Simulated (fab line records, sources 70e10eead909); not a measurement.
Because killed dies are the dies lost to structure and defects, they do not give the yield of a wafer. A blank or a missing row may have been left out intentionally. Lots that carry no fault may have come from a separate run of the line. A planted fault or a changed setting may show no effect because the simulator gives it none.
Matching of chambers ; flow nand harc ; NHARC_A_STAIRCASE_DESCUM_443 on rie diel-10: 4 sister chambers
The step chemistry O2, time 3 s. 16 wafers are shown with their chamber, then 8 later ones without.

WAFERS WITH THEIR CHAMBER
wafer;chamber;showerhead plenum p Torr (Torr);oes product au (a.u.);throttle valve pct (%)
L074.2;1;1.80;1.001;11.296
L074.3;3;1.88;0.995;11.325
L074.6;0;1.86;1.010;11.302
L080.1;0;1.86;1.001;11.309
L080.5;0;1.86;1.003;11.334
L080.6;3;1.88;0.996;11.305
L079.2;2;1.80;0.990;11.315
L079.3;0;1.86;1.005;11.308
L079.6;3;1.88;0.994;11.309
L083.2;0;1.85;1.003;11.319
L083.3;3;1.88;0.994;11.311
L083.4;2;1.80;1.006;11.308
L084.1;2;1.80;0.997;11.312
L084.5;0;1.85;0.996;11.310
L084.6;3;1.88;0.992;11.299
L086.2;0;1.85;1.012;11.295

SIGNATURES (averages over the wafers above)
reading;chamber 0;chamber 1;chamber 2;chamber 3;scatter within a chamber
showerhead plenum p Torr;1.8557;1.8000;1.8000;1.8800;0.00378
oes product au;1.00429;1.00100;0.99767;0.99420;0.00511
throttle valve pct;11.31100;11.29600;11.31167;11.30980;0.0106
Rule: distance of a wafer from a chamber = root of the sum over the readings of ((wafer's reading minus chamber's mean) / reading's scatter) squared. If the next closest chamber is less than 2 further off than the closest, the wafer can't be placed; otherwise it belongs to the closest. The scatter is the square root of a quotient: the sum, over the shown wafers, of each reading's squared deviation from its chamber's mean, divided by wafers minus chambers.

WAFERS MISSING THEIR CHAMBER
wafer;showerhead plenum p Torr (Torr);oes product au (a.u.);throttle valve pct (%)
L086.3;1.88;0.991;11.326
L086.5;1.79;1.001;11.319
L095.3;1.85;0.996;11.321
L095.5;1.79;1.005;11.310
L095.6;1.87;1.001;11.288
L097.2;1.84;1.004;11.322
L097.3;1.87;1.001;11.305
L097.5;1.84;0.999;11.316

WHICH CHAMBER EACH ONE RAN IN
wafer;from the rows above;in truth
L086.3;3;3
L086.5;can't be placed: 2 or 1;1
L095.3;0;0
L095.5;can't be placed: 2 or 1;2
L095.6;can't be placed: 3 or 0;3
L097.2;0;0
L097.3;can't be placed: 3 or 0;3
L097.5;0;0
Placed correctly: 4 of 8. Can't be placed from these rows: 4 (the true chamber is among the candidates in 4). Placed wrongly: 0.
